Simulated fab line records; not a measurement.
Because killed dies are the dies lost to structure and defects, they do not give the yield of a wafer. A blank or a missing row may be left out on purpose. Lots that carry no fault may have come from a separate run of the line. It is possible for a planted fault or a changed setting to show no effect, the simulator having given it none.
Chamber matching :: flow n5-finfet :: rie-diel-05 running N5_BEOL_M4_DESCUM_16: 4 sister chambers
The step chemistry O2, time 7 s. 20 wafers are shown with their chamber, then 10 later ones without.

## WAFERS PAIRED WITH THEIR CHAMBERS
wafer: L074.1
chamber: 0
showerhead-plenum-p-Torr (Torr): 1.90
drypump-motor-current-A (A): 5.3
oes-product-au (a.u.): 0.75

wafer: L074.2
chamber: 1
showerhead-plenum-p-Torr (Torr): 2.25
drypump-motor-current-A (A): 6.6
oes-product-au (a.u.): 1.03

wafer: L074.3
chamber: 3
showerhead-plenum-p-Torr (Torr): 2.07
drypump-motor-current-A (A): 5.1
oes-product-au (a.u.): 0.72

wafer: L074.4
chamber: 2
showerhead-plenum-p-Torr (Torr): 1.98
drypump-motor-current-A (A): 5.5
oes-product-au (a.u.): 0.68

wafer: L074.5
chamber: 0
showerhead-plenum-p-Torr (Torr): 1.91
drypump-motor-current-A (A): 5.3
oes-product-au (a.u.): 0.76

wafer: L074.6
chamber: 3
showerhead-plenum-p-Torr (Torr): 2.07
drypump-motor-current-A (A): 5.1
oes-product-au (a.u.): 0.73

wafer: L075.1
chamber: 1
showerhead-plenum-p-Torr (Torr): 2.25
drypump-motor-current-A (A): 6.6
oes-product-au (a.u.): 0.99

wafer: L075.4
chamber: 0
showerhead-plenum-p-Torr (Torr): 1.90
drypump-motor-current-A (A): 5.3
oes-product-au (a.u.): 0.76

wafer: L075.5
chamber: 0
showerhead-plenum-p-Torr (Torr): 1.90
drypump-motor-current-A (A): 5.3
oes-product-au (a.u.): 0.75

wafer: L076.2
chamber: 3
showerhead-plenum-p-Torr (Torr): 2.07
drypump-motor-current-A (A): 5.1
oes-product-au (a.u.): 0.72

wafer: L076.3
chamber: 2
showerhead-plenum-p-Torr (Torr): 1.98
drypump-motor-current-A (A): 5.5
oes-product-au (a.u.): 0.68

wafer: L076.6
chamber: 3
showerhead-plenum-p-Torr (Torr): 2.07
drypump-motor-current-A (A): 5.1
oes-product-au (a.u.): 0.72

wafer: L080.2
chamber: 2
showerhead-plenum-p-Torr (Torr): 1.98
drypump-motor-current-A (A): 5.4
oes-product-au (a.u.): 0.67

wafer: L080.3
chamber: 0
showerhead-plenum-p-Torr (Torr): 1.90
drypump-motor-current-A (A): 5.3
oes-product-au (a.u.): 0.75

wafer: L080.4
chamber: 3
showerhead-plenum-p-Torr (Torr): 2.07
drypump-motor-current-A (A): 5.1
oes-product-au (a.u.): 0.71

wafer: L083.3
chamber: 1
showerhead-plenum-p-Torr (Torr): 2.25
drypump-motor-current-A (A): 6.6
oes-product-au (a.u.): 0.96

wafer: L083.4
chamber: 0
showerhead-plenum-p-Torr (Torr): 1.90
drypump-motor-current-A (A): 5.3
oes-product-au (a.u.): 0.75

wafer: L083.5
chamber: 2
showerhead-plenum-p-Torr (Torr): 1.97
drypump-motor-current-A (A): 5.4
oes-product-au (a.u.): 0.67

wafer: L082.2
chamber: 1
showerhead-plenum-p-Torr (Torr): 2.25
drypump-motor-current-A (A): 6.6
oes-product-au (a.u.): 0.96

wafer: L082.3
chamber: 2
showerhead-plenum-p-Torr (Torr): 1.97
drypump-motor-current-A (A): 5.4
oes-product-au (a.u.): 0.68

SIGNATURES, as means of the wafers listed above
reading: showerhead-plenum-p-Torr
chamber 0: 1.9017
chamber 1: 2.2500
chamber 2: 1.9760
chamber 3: 2.0700
scatter within a chamber: 0.00356

reading: drypump-motor-current-A
chamber 0: 5.300
chamber 1: 6.600
chamber 2: 5.440
chamber 3: 5.100
scatter within a chamber: 0.0274

reading: oes-product-au
chamber 0: 0.7533
chamber 1: 0.9850
chamber 2: 0.6760
chamber 3: 0.7200
scatter within a chamber: 0.0153
Rule: for a wafer and a chamber, the distance is found by dividing, reading by reading, the gap between the wafer's reading and the chamber's mean by the reading's scatter, squaring, summing and taking the root. The wafer belongs to the nearest chamber; if the next one is less than 2 further off, it can't be placed. The scatter: the root of (the sum of the squares of (reading less its chamber's mean) over the shown wafers, divided by (wafers less chambers)).

## WAFERS MISSING THEIR CHAMBER
wafer: L082.6
showerhead-plenum-p-Torr (Torr): 1.90
drypump-motor-current-A (A): 5.3
oes-product-au (a.u.): 0.75

wafer: L084.1
showerhead-plenum-p-Torr (Torr): 2.24
drypump-motor-current-A (A): 6.6
oes-product-au (a.u.): 0.95

wafer: L084.2
showerhead-plenum-p-Torr (Torr): 2.06
drypump-motor-current-A (A): 5.1
oes-product-au (a.u.): 0.71

wafer: L084.5
showerhead-plenum-p-Torr (Torr): 1.90
drypump-motor-current-A (A): 5.3
oes-product-au (a.u.): 0.74

wafer: L086.1
showerhead-plenum-p-Torr (Torr): 2.06
drypump-motor-current-A (A): 5.1
oes-product-au (a.u.): 0.71

wafer: L086.2
showerhead-plenum-p-Torr (Torr): 2.24
drypump-motor-current-A (A): 6.6
oes-product-au (a.u.): 0.92

wafer: L086.5
showerhead-plenum-p-Torr (Torr): 1.89
drypump-motor-current-A (A): 5.3
oes-product-au (a.u.): 0.73

wafer: L088.1
showerhead-plenum-p-Torr (Torr): 2.24
drypump-motor-current-A (A): 5.4
oes-product-au (a.u.): 0.97

wafer: L088.5
showerhead-plenum-p-Torr (Torr): 1.89
drypump-motor-current-A (A): 5.3
oes-product-au (a.u.): 0.72

wafer: L088.6
showerhead-plenum-p-Torr (Torr): 2.24
drypump-motor-current-A (A): 6.6
oes-product-au (a.u.): 0.93

## THE CHAMBER EACH PASSED THROUGH
wafer: L082.6
from the rows above: 0
in truth: 0

wafer: L084.1
from the rows above: 1
in truth: 1

wafer: L084.2
from the rows above: 3
in truth: 3

wafer: L084.5
from the rows above: 0
in truth: 0

wafer: L086.1
from the rows above: 3
in truth: 3

wafer: L086.2
from the rows above: 1
in truth: 1

wafer: L086.5
from the rows above: 0
in truth: 0

wafer: L088.1
from the rows above: 1
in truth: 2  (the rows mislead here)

wafer: L088.5
from the rows above: 0
in truth: 0

wafer: L088.6
from the rows above: 1
in truth: 1
Correctly placed: 9 of 10. Not placeable from these rows: 0. 1 placed wrongly.
